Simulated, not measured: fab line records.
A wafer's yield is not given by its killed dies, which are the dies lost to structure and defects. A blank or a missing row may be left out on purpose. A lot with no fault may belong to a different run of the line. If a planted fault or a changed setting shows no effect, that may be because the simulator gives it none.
fab line records	flow nand_harc
record: lots: 6	wafers: 18	last_day: 24
route steps=1159 shown A_STAIRCASE@540 END@1159
lots with no fault: from the same line, run without faults
start_h: hours from the record's opening day to when the first of the lot's shown wafers began	wait_h: hours elapsed since this lot's preceding step	" identical to the entry in the row above	L1.1+2: several wafers, shown together as one row	- no value, or no start given	* or withheld: withheld	< > ~ a bound
route shown NAME@n: a module of which the file shows steps, and the number in the route of the first	usual: average and standard deviation across the fault-free wafers	same: alike in all rows	chamber/n: place in a boat	sites: per-site readings	_std_site: standard deviation of those values	_edge_site: mean of outer sites minus mean of inner sites	radius_mm: how far each site lies from the wafer's centre	mask NAME#n: copy n	behind: the last tool/chamber to shape the wafer	hold: cause of the lot's hold/its duration in hours/its outcome	device: which transistor (n, p or np) failed to switch	end of line: the route-end tests of the same wafers	where a step has no rows: the recipe by itself	killed: dies lost to structure and defects at the first sort, not the wafer's yield	map: shows each die of a wafer: x if killed, . if not, _ if none is there
set.NAME: the setting that was run; set.NAME@STEP: the one run at that earlier step	model.NAME: the simulator's own value behind a step, which no gauge read
lots at some steps of the route; a table a step, a row a wafer
services: from which hour (start_h, from the record's first day; less than 0 if before it) a tool's chamber was out of use, for how many hours, and why
== steps ==
step: NHARC_A_STAIRCASE_SOFTBAKE_04
recipe: temp_c: 135	time_s: 170
step: NHARC_A_STAIRCASE_EBR_05
step: NHARC_A_STAIRCASE_EXPOSE_06
recipe: na: 0.5	dose_mj: 25.43	mask_id: STAIR
step: NHARC_A_STAIRCASE_PEB_07
recipe: peb_temp_c: 115	peb_time_s: 130
step: NHARC_A_STAIRCASE_DEVELOP_08
recipe: time_s: 140
step: NHARC_A_STAIRCASE_HARDBAKE_10
recipe: temp_c: 120	time_s: 140
step: NHARC_A_STAIRCASE_DESCUM_11
recipe: time_s: 3	o2_flow_sccm: 200	ar_flow_sccm: 0	bias_power_w: 0	chemistry: O2
usual: drypump_motor_current_A: 6.0/0.47	mfc_ar_sccm: 0.006/0.0088	o2_flow_sccm: 199.9/0.55	oes_product_au: 1.001/0.0095	rf_vpp_V: 57.6/0.83	showerhead_plenum_p_Torr: 1.86/0.057	throttle_valve_pct: 11.312/0.0088
lot.wafer	tool	chamber	start_h	wait_h	drypump_motor_current_A	mfc_ar_sccm	o2_flow_sccm	oes_product_au	rf_hours_counter_h	rf_vpp_V	showerhead_plenum_p_Torr	throttle_valve_pct
L661.1	rie_diel-13	2	235.24	-	5.9	0.027	199.8	1.022	46	57.1	1.82	11.300
L661.4	"	3	"	"	6.2	0	200.3	1.002	46	58.3	1.88	11.321
L661.3	"	0	"	"	5.7	0.014	199.2	0.996	45	57.5	1.92	11.324
L664.1	rie_diel-09	2	248.08	-	6.5	0	199.7	0.997	62	57.1	1.81	11.320
L664.4	"	1	"	"	6.2	0	200.1	1.013	52	58.8	1.84	11.310
L664.6	"	3	"	"	6.6	0	200.3	1.009	-	58.1	1.81	11.309
L676.4	rie_diel-10	2	321.80	-	5.0	0.017	199.7	0.988	54	58.2	1.84	11.319
L676.3	"	0	"	"	5.7	0.014	199.9	0.983	45	56.5	1.83	11.306
L676.6	"	2	"	"	5.0	0.017	199.4	0.992	-	57.7	1.84	11.311
L675.3	rie_diel-09	3	321.97	-	6.5	0	200.0	1.006	22	57.4	1.80	11.315
L675.6	"	1	"	"	6.2	0	200.4	0.995	-	54.8	1.83	11.326
L675.5	"	2	"	"	6.5	0	199.5	0.992	-	57.7	1.81	11.304
L677.2	rie_diel-09	1	328.95	-	6.1	0	199.2	1.009	24	57.6	1.83	11.303
L677.4	"	2	"	"	6.5	0	200.5	0.997	25	58.2	1.81	11.313
L677.5	"	1	"	"	6.2	0	200.2	0.997	-	57.6	1.83	11.314
L683.1	rie_diel-13	3	356.15	-	6.2	0	200.2	1.006	27	58.0	1.87	11.310
L683.3	"	0	"	"	5.7	0.014	200.1	1.004	27	58.5	1.91	11.303
L683.5	"	3	"	"	6.2	0	200.4	1.013	-	58.1	1.87	11.306
step: NHARC_A_STAIRCASE_TRIM_12
recipe: time_s: 211.2	o2_flow_sccm: 500	ar_flow_sccm: 0	bias_w: 0	chemistry: O2
usual: drypump_motor_current_A: 6.0/0.47	mfc_ar_sccm: 0.006/0.0092	o2_flow_sccm: 499.9/1.5	oes_product_au: 1.002/0.009	rf_vpp_V: 57.6/0.87	showerhead_plenum_p_Torr: 3.44/0.098	throttle_valve_pct: 17.037/0.0092
lot.wafer	tool	chamber	start_h	wait_h	drypump_motor_current_A	mfc_ar_sccm	o2_flow_sccm	oes_product_au	rf_hours_counter_h	rf_vpp_V	showerhead_plenum_p_Torr	throttle_valve_pct
L661.1	rie_diel-13	2	235.34	0.1	5.9	0.027	501.9	1.018	46	58.4	3.37	17.047
L661.3	"	3	"	"	6.2	0	499.1	0.995	46	59.3	3.48	17.033
L661.4	"	0	"	"	5.7	0.014	499.1	0.993	45	57.7	3.54	17.039
L664.1	rie_diel-09	2	248.18	0.1	6.5	0	503.1	0.994	62	57.6	3.36	17.031
L664.4	"	3	"	"	6.6	0	499.8	1.004	62	58.8	3.34	17.044
L664.6	"	1	"	"	6.2	0	501.5	1.004	-	57.0	3.40	17.041
L676.3	rie_diel-10	3	321.89	0.1	5.9	0	500.7	1.012	56	57.6	3.49	17.037
L676.4	"	1	"	"	5.4	0.016	500.6	1.002	52	57.7	3.68	17.031
L676.6	"	2	"	"	5.1	0.017	502.3	0.993	-	57.8	3.40	17.036
L675.3	rie_diel-09	1	322.07	0.1	6.2	0	498.9	1.003	21	57.7	3.39	17.024
L675.5	"	3	"	"	6.6	0	501.0	1.016	-	58.0	3.33	17.035
L675.6	"	0	"	"	5.6	0	500.7	1.005	-	57.4	3.55	17.029
L677.4	rie_diel-09	3	329.04	0.1	6.6	0	498.6	1.012	26	58.0	3.33	17.024
L677.2	"	1	"	"	6.2	0	500.9	1.014	24	56.3	3.39	17.048
L677.5	"	3	"	"	6.6	0	497.8	1.014	-	56.6	3.33	17.019
L683.1	rie_diel-13	0	356.53	0.4	5.7	0.014	496.8	1.005	27	56.0	3.52	17.035
L683.3	"	1	"	"	6.6	0	501.8	1.000	26	56.9	3.47	17.053
L683.5	"	3	"	"	6.2	0	499.0	1.002	-	57.2	3.46	17.030
step: NHARC_A_STAIRCASE_ETCH_13
recipe: target_depth_a: 1000	time_s: 40.5	ion_energy_ev: 400	c4f8_flow_sccm: 20	o2_flow_sccm: 10	ar_flow_sccm: withheld	rf_w: 600	bias_w: 1000	chemistry: C4F8/O2
step: NHARC_A_STAIRCASE_TRIM_14
recipe: time_s: 211.2	o2_flow_sccm: 500	ar_flow_sccm: 0	bias_w: 0	chemistry: O2
usual: drypump_motor_current_A: 6.0/0.46	mfc_ar_sccm: 0.006/0.0091	o2_flow_sccm: 500.0/1.5	oes_product_au: 1.001/0.0096	rf_vpp_V: 57.5/0.84	showerhead_plenum_p_Torr: 3.44/0.095	throttle_valve_pct: 17.037/0.0094
lot.wafer	tool	chamber	start_h	wait_h	drypump_motor_current_A	mfc_ar_sccm	o2_flow_sccm	oes_product_au	rf_hours_counter_h	rf_vpp_V	showerhead_plenum_p_Torr	throttle_valve_pct
L661.3	rie_diel-13	3	-	-	6.2	0	498.8	1.010	46	57.3	3.48	17.054
L661.4	"	0	"	"	5.7	0.014	499.7	1.013	45	56.7	3.54	17.027
L661.1	"	1	"	"	6.7	0	499.4	1.017	41	57.3	3.49	17.053
L664.1	rie_diel-09	2	-	-	6.5	0	499.2	0.989	63	57.8	3.36	17.027
L664.4	"	3	"	"	6.6	0	500.5	1.012	62	57.6	3.34	17.033
L664.6	"	0	"	"	5.7	0	499.7	0.999	-	58.0	3.56	17.035
L676.4	rie_diel-10	0	-	-	5.7	0.014	500.6	0.992	45	57.3	3.39	17.029
L676.3	"	3	"	"	5.9	0	499.2	1.000	56	56.6	3.49	17.028
L676.6	"	0	"	"	5.7	0.014	499.7	1.000	-	57.5	3.39	17.041
L675.3	rie_diel-09	1	-	-	6.2	0	501.2	1.001	21	57.9	3.39	17.056
L675.6	"	2	"	"	6.5	0	501.8	0.992	-	56.8	3.34	17.038
L675.5	"	3	"	"	6.6	0	498.7	1.011	-	56.8	3.33	17.039
L677.2	rie_diel-09	1	-	-	6.2	0	497.1	0.999	24	56.6	3.39	17.039
L677.4	"	2	"	"	6.5	0	499.6	0.987	25	57.1	3.34	17.030
L677.5	"	1	"	"	6.2	0	498.6	0.998	-	57.7	3.39	17.049
L683.3	rie_diel-13	2	-	-	5.9	0.027	499.6	1.002	29	56.4	3.35	17.044
L683.1	"	0	"	"	5.7	0.014	501.9	1.005	28	57.7	3.52	17.040
L683.5	"	2	"	"	5.8	0.027	499.4	0.999	-	57.6	3.35	17.032
step: NHARC_A_STAIRCASE_ETCH_15
recipe: target_depth_a: 1000	time_s: 40.5	ion_energy_ev: 400	c4f8_flow_sccm: 20	o2_flow_sccm: 10	ar_flow_sccm: withheld	rf_w: 600	bias_w: 1000	chemistry: C4F8/O2
usual: oes_product_au: 0.943/0.011	rf_fwd_power_W: 591.7/2.8	rf_vpp_V: 893/3.6
lot.wafer	tool	chamber	start_h	wait_h	oes_product_au	rf_fwd_power_W	rf_hours_counter_h	rf_vpp_V
L661.1	rie_diel-13	3	-	-	0.943	592.0	46	896
L661.3	"	0	"	"	0.937	597.4	45	896
L661.4	"	2	"	"	0.948	588.6	46	889
L664.4	rie_diel-09	1	-	-	0.958	596.4	52	890
L664.1	"	2	"	"	0.941	590.1	63	889
L664.6	"	2	"	"	0.947	593.6	-	890
L676.3	rie_diel-10	1	-	-	0.929	593.1	53	901
L676.4	"	0	"	"	0.926	595.5	45	890
L676.6	"	2	"	"	0.932	586.7	-	890
L675.3	rie_diel-09	2	-	-	0.933	588.6	22	889
L675.6	"	2	"	"	0.947	590.9	-	889
L675.5	"	3	"	"	0.950	590.6	-	887
L677.4	rie_diel-09	1	-	-	0.948	593.9	24	890
L677.2	"	3	"	"	0.955	588.2	26	887
L677.5	"	0	"	"	0.927	591.2	-	894
L683.3	rie_diel-13	0	-	-	0.961	594.7	28	896
L683.1	"	3	"	"	0.951	590.6	28	894
L683.5	"	0	"	"	0.948	594.3	-	897
step: NHARC_A_STAIRCASE_TRIM_16
recipe: time_s: 211.2	o2_flow_sccm: 500	ar_flow_sccm: 0	bias_w: 0	chemistry: O2
usual: drypump_motor_current_A: 6.0/0.46	mfc_ar_sccm: 0.006/0.0092	o2_flow_sccm: 500.2/1.4	oes_product_au: 1.002/0.009	rf_vpp_V: 57.5/0.81	showerhead_plenum_p_Torr: 3.44/0.096	throttle_valve_pct: 17.036/0.0098
lot.wafer	tool	chamber	start_h	wait_h	drypump_motor_current_A	mfc_ar_sccm	o2_flow_sccm	oes_product_au	rf_hours_counter_h	rf_vpp_V	showerhead_plenum_p_Torr	throttle_valve_pct
L661.4	rie_diel-13	3	235.80	-	6.2	0	500.3	1.006	46	59.2	3.48	17.034
L661.1	"	0	"	"	5.7	0.014	497.9	1.010	45	57.9	3.54	17.024
L661.3	"	1	"	"	6.7	0	502.5	1.020	41	58.4	3.49	17.057
L664.1	rie_diel-09	1	248.66	-	6.2	0	498.8	0.999	52	57.2	3.40	17.049
L664.4	"	2	"	"	6.5	0	503.3	0.992	63	56.4	3.36	17.038
L664.6	"	0	"	"	5.7	0	499.9	1.011	-	57.9	3.56	17.016
L676.3	rie_diel-10	2	322.34	-	5.1	0.017	499.9	0.993	55	58.3	3.40	17.024
L676.4	"	3	"	"	5.8	0	497.9	1.008	56	58.6	3.49	17.046
L676.6	"	3	"	"	5.8	0	497.4	0.996	-	58.9	3.49	17.040
L675.3	rie_diel-09	3	322.50	-	6.6	0	499.9	1.216	23	58.1	3.33	17.041
L675.5	"	3	"	"	6.6	0	500.6	0.991	-	57.2	3.33	17.041
L675.6	"	0	"	"	5.6	0	498.7	1.198	-	57.2	3.55	17.048
L677.4	rie_diel-09	3	329.51	-	6.6	0	501.9	1.217	26	56.2	3.33	17.046
L677.2	"	1	"	"	6.2	0	498.2	0.990	24	57.4	3.39	17.040
L677.5	"	2	"	"	6.5	0	503.8	0.992	-	56.3	3.34	17.022
L683.3	rie_diel-13	1	357.42	-	6.7	0	501.2	1.005	26	59.4	3.47	17.045
L683.1	"	0	"	"	5.7	0.014	500.2	1.005	28	57.8	3.52	17.030
L683.5	"	1	"	"	6.6	0	500.1	1.008	-	59.5	3.47	17.044
step: NHARC_A_STAIRCASE_ETCH_17
recipe: target_depth_a: 1000	time_s: 40.5	ion_energy_ev: 400	c4f8_flow_sccm: 20	o2_flow_sccm: 10	ar_flow_sccm: withheld	rf_w: 600	bias_w: 1000	chemistry: C4F8/O2
usual: oes_product_au: 0.942/0.012	rf_fwd_power_W: 591.3/2.6	rf_vpp_V: 893/3.6
lot.wafer	tool	chamber	start_h	wait_h	oes_product_au	rf_fwd_power_W	rf_hours_counter_h	rf_vpp_V
L661.3	rie_diel-13	1	-	-	0.951	589.0	41	895
L661.4	"	3	"	"	0.938	590.8	46	894
L661.1	"	0	"	"	0.959	591.4	45	897
L664.1	rie_diel-09	2	-	-	0.956	591.6	63	888
L664.4	"	0	"	"	0.940	590.1	55	898
L664.6	"	3	"	"	0.955	592.4	-	889
L676.3	rie_diel-10	0	-	-	0.935	598.5	45	891
L676.4	"	1	"	"	0.936	592.5	53	901
L676.6	"	3	"	"	0.941	590.4	-	894
L675.3	rie_diel-09	1	-	-	0.947	594.1	21	890
L675.6	"	0	"	"	0.939	590.3	-	896
L675.5	"	1	"	"	0.947	594.7	-	892
L677.4	rie_diel-09	0	-	-	0.940	591.3	25	896
L677.2	"	3	"	"	0.937	585.8	26	888
L677.5	"	1	"	"	0.952	588.5	-	890
L683.3	rie_diel-13	2	-	-	0.922	588.2	29	890
L683.1	"	3	"	"	0.941	594.4	28	895
L683.5	"	3	"	"	0.938	587.1	-	894
step: NHARC_END_SORT_01
recipe: temp_c: 25
usual: killed_at_array: 27/8	killed_at_other: 0.8/1.2	killed_at_periphery: 3.3/2.3	killed_dies: 31/8.8	killed_open: 3.2/2.1	killed_short: 2.1/1.4
same: gross_dies: 677
lot.wafer	tool	chamber	start_h	wait_h	killed_at_array	killed_at_other	killed_at_periphery	killed_dies	killed_open	killed_short
L661.1	prober-02	0	441.03	2.5	27	3	6	36	9	4
L661.3	prober-02	0	442.63	3.1	36	4	1	41	4	2
L661.4	prober-02	0	443.43	3.4	22	3	2	27	6	2
L664.1	prober-01	0	461.49	2.5	8	1	4	13	2	2
L664.4	prober-01	0	463.91	3.4	21	0	2	23	1	1
L664.6	prober-01	0	465.53	4.0	24	0	3	27	4	1
L675.3	prober-02	0	531.34	3.1	210	2	4	216	5	4
L675.6	prober-02	0	533.78	4.1	97	2	2	101	2	3
L677.4	prober-01	0	542.23	3.4	140	4	4	148	3	1
killed by level:class
L661.1 A_CHANNEL_HOLE_D1:chamber_film_flake=8 A_ONON_D1:geometric_particle:short=3 A_CONTACT:chamber_film_flake=3 THIN_TSV:chamber_film_flake=3 P_GATE:geometric_particle:open=2 P_M0:geometric_particle:open=2 A_ONON_D1:geometric_particle:open=2 A_SGD_CUT:geometric_particle:open=2
L661.3 A_CHANNEL_HOLE_D1:chamber_film_flake=16 A_STAIRCASE:chamber_film_flake=4 THIN_TSV:chamber_film_flake=4 A_SLIT:unspecified=3 A_CONTACT:chamber_film_flake=3 A_CONTACT:geometric_particle:open=2 A_SGD_CUT:chamber_film_flake=2 P_M1:geometric_particle:short=1
L661.4 A_CHANNEL_HOLE_D1:chamber_film_flake=7 A_STAIRCASE:chamber_film_flake=5 A_WL_FILL:geometric_particle:open=3 THIN_TSV:chamber_film_flake=3 A_SLIT:chamber_film_flake=2 P_CONTACT:geometric_particle:open=1 P_M2:geometric_particle:open=1 A_ONON_D1:geometric_particle:open=1
L664.1 A_STAIRCASE:chamber_film_flake=4 P_STI:chamber_film_flake=2 P_CONTACT:geometric_particle:short=1 P_M0:geometric_particle:open=1 A_SGD_CUT:geometric_particle:short=1 A_WL_FILL:geometric_particle:open=1 A_SLIT:chamber_film_flake=1 A_BLC:chamber_film_flake=1
L664.4 A_SLIT:chamber_film_flake=8 A_STAIRCASE:chamber_film_flake=5 P_STI:chamber_film_flake=2 A_CHANNEL_HOLE_D1:chamber_film_flake=2 A_CONTACT:chamber_film_flake=2 A_WL_FILL:geometric_particle:short=1 A_M0:geometric_particle:open=1 A_CHANNEL_FILL_D1:chamber_film_flake=1
L664.6 A_SLIT:chamber_film_flake=10 A_STAIRCASE:chamber_film_flake=6 A_CONTACT:chamber_film_flake=2 A_CHANNEL_FILL_D1:geometric_particle:open=1 A_STAIRCASE:geometric_particle:short=1 A_SGD_CUT:geometric_particle:open=1 A_CONTACT:geometric_particle:open=1 A_BLC:geometric_particle:open=1
L675.3 A_STAIRCASE:area_trim=184 A_CHANNEL_HOLE_D1:chamber_film_flake=14 P_GATE:chamber_film_flake=3 A_CONTACT:chamber_film_flake=3 THIN_TSV:chamber_film_flake=2 P_GATE:geometric_particle:short=1 A_SOURCE_PLATE:geometric_particle:open=1 A_ONON_D1:geometric_particle:short=1
L675.6 A_STAIRCASE:area_trim=74 A_CHANNEL_HOLE_D1:chamber_film_flake=12 A_STAIRCASE:chamber_film_flake=3 A_CONTACT:chamber_film_flake=3 A_CONTACT:geometric_particle:open=2 THIN_TSV:chamber_film_flake=2 A_ONON_D1:geometric_particle:short=1 A_CHANNEL_FILL_D1:geometric_particle:short=1
L677.4 A_STAIRCASE:area_trim=110 A_CHANNEL_HOLE_D1:chamber_film_flake=11 A_CONTACT:chamber_film_flake=8 A_SLIT:chamber_film_flake=4 THIN_TSV:chamber_film_flake=4 A_M1:chamber_film_flake=3 P_M2:chamber_film_flake=2 P_CONTACT:geometric_particle:open=1
map L675.3 (x killed, . not)
____________.____________
_________xxx...x_________
_______xxx...x.x.._______
______xxxx.........______
_____xxxxx.xx......._____
____xx.x......x......____
____.xxx.............____
___xxx...x...........x___
___xx.xxx.............___
__xxxx................x__
__xxxx.................__
_xxxxx..............xx.._
_xxxxxx....x.x.........._
_xxxx..................._
_xxx..x................._
_xxx...................._
xxxxx..x.x.......x.......
xxxxx......x..x..x.......
xxxxx.x.......xx.x.x.....
xxx.x..........xx........
xxxx.x........x.x.......x
_xxx...........x.x......_
_xxxxx.......x..x......._
_xxxxxx................._
_xxxx........x.........._
_xxxx.x................._
__xxx.xx...............__
__xxxx..xx...........x.__
___xxxx.x............x___
___xxxx..............x___
____xxxxx...........x____
____xxxxxx.....x.x...____
_____xxxxxxx...x.xxx_____
______xxxxxxx.xx.xx______
_______xxxxx.x.xxx_______
_________xxxxxxx_________
____________x____________
map L677.4 (x killed, . not)
____________x____________
_________....xx._________
_______xxx.x.....x_______
______xx.x.........______
_____xxx.......x.x.._____
____x.x....x....x....____
____.xx.....x.....x..____
___.xxx..x............___
___xx.x....x..........___
__x.xx.....x...........__
__x..x.................__
_xxx..xx................_
_xxx...x................_
_xx..xx................._
_.x.x..x..x......x......_
_xx..x.x...............x_
xx.xx.x....x......x......
xx.........x..........x..
xx....x..................
xx.x...............x.....
xx......................x
_....x....x........x...._
_xx....................._
_xxxx.x................._
_.x.x.x..x.........x...._
_x.x.x......x........x.._
__xx.x............x....__
__xxxxx....x.x.........__
___xx.......x.........___
___xxx.x......x.......___
____x.x.xx..x......x.____
____x..x..x....x.....____
_____.x..x......x..._____
______xx...x......x______
_______xxx.xx..x.._______
_________x.xx..._________
____________x____________
== services ==
tool	chamber	start_h	hours	kind
rie_diel-09	1	223.01	2.1	repair
rie_diel-09	0	233.33	-	clean
rie_diel-09	1	233.33	-	clean
rie_diel-09	2	233.33	-	clean
rie_diel-09	3	233.33	-	clean
rie_diel-10	0	236.55	13.4	repair
rie_diel-09	-	254.16	9.0	pm
rie_diel-09	0	254.16	9.0	vent_cycle
rie_diel-09	1	254.16	9.0	vent_cycle
rie_diel-09	2	254.16	9.0	vent_cycle
rie_diel-09	3	254.16	9.0	vent_cycle
rie_diel-09	0	263.16	-	clean
rie_diel-09	1	263.16	-	clean
rie_diel-09	2	263.16	-	clean
rie_diel-09	3	263.16	-	clean
rie_diel-13	3	272.41	8.6	repair
rie_diel-13	-	276.04	9.0	pm
rie_diel-09	0	287.66	-	clean
rie_diel-09	1	287.66	-	clean
rie_diel-09	2	287.66	-	clean
rie_diel-09	3	287.66	-	clean
rie_diel-13	2	305.68	4.4	repair
rie_diel-09	0	312.16	-	clean
rie_diel-09	1	312.16	-	clean
== key ==
first_sign: step: NHARC_A_STAIRCASE_TRIM_16	reading: oes_product_au	direction: up	sigmas: 23	usual: 1.002	struck: 1.210
effect: step: NHARC_END_SORT_01	reading: killed_at_array	direction: up	sigmas: 15	usual: 27	struck: 149
more_kills_born_at: NHARC_A_STAIRCASE_TRIM_16@rie_diel-09: 368
met_at NHARC_A_STAIRCASE_TRIM_16
struck_wafers L675.3,L675.6,L677.4
tester_left_out L675,L677
onset_between 248.66 322.50
fault: kind: process_parameter_drift	tool: rie_diel-09	chamber: -	onset_h: 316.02	steps: NHARC_A_STAIRCASE_TRIM_16	channel: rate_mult	offset: 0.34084	shape: step	end_h: 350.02	scope: struck_wafers_only
tester_left_out: of these lots the tester's yield and bins aren't shown, on N5 and GAA mostly nor the transistor test; their killed dies are dies lost to structure and defects alone, not to doping, threshold or leakage, so they don't give the yield
